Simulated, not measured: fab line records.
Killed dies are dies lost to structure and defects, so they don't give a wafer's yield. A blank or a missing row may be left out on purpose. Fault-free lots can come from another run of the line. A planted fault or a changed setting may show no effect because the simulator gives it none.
Matching of chambers | flow n5_finfet | N5_BEOL_M14_DEP_53 on pecvd-01 has 3 sister chambers
The step deposits SiCN from 3MS/NH3, target thk 50 nm, time 17.8 s. 3 wafers are shown with their chamber, then 7 later ones without.

## WAFERS PAIRED WITH THEIR CHAMBERS
wafer  | chamber | throttle_valve_pct (%)
L087.5 | 2       | 18.1
L091.1 | 1       | 18.9
L091.3 | 0       | 17.3

## WAFERS WITHOUT THEIR CHAMBER
wafer  | throttle_valve_pct (%)
L091.6 | 17.2
L095.1 | 18.4
L095.2 | 17.5
L095.5 | 17.2
L097.1 | 18.4
L097.3 | 18.8
L097.5 | 18.3

## EACH ONE'S CHAMBER
wafer  | from the rows above     | in truth
L091.6 | 0                       | 0
L095.1 | can't be placed: 2 or 1 | 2
L095.2 | can't be placed: 0 or 2 | 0
L095.5 | 0                       | 0
L097.1 | can't be placed: 2 or 1 | 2
L097.3 | 1                       | 1
L097.5 | can't be placed: 2 or 1 | 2
3 of 7 placed correctly. Can't be placed from these rows: 4 (the true chamber is among the candidates in 4). Placed wrongly: 0.
How it was worked out, from the rows above alone: a wafer's distance from a chamber is the root of the sum, over the readings, of the square of ((its reading less the chamber's mean) divided by the reading's scatter). The wafer belongs to the nearest chamber; if the next one is less than 2 further off, it can't be placed. Each chamber's mean is taken over the wafers shown for it. The scatter: with one shown wafer a chamber, the root of the mean of the squares of how far each hidden wafer lies from its nearest shown one.
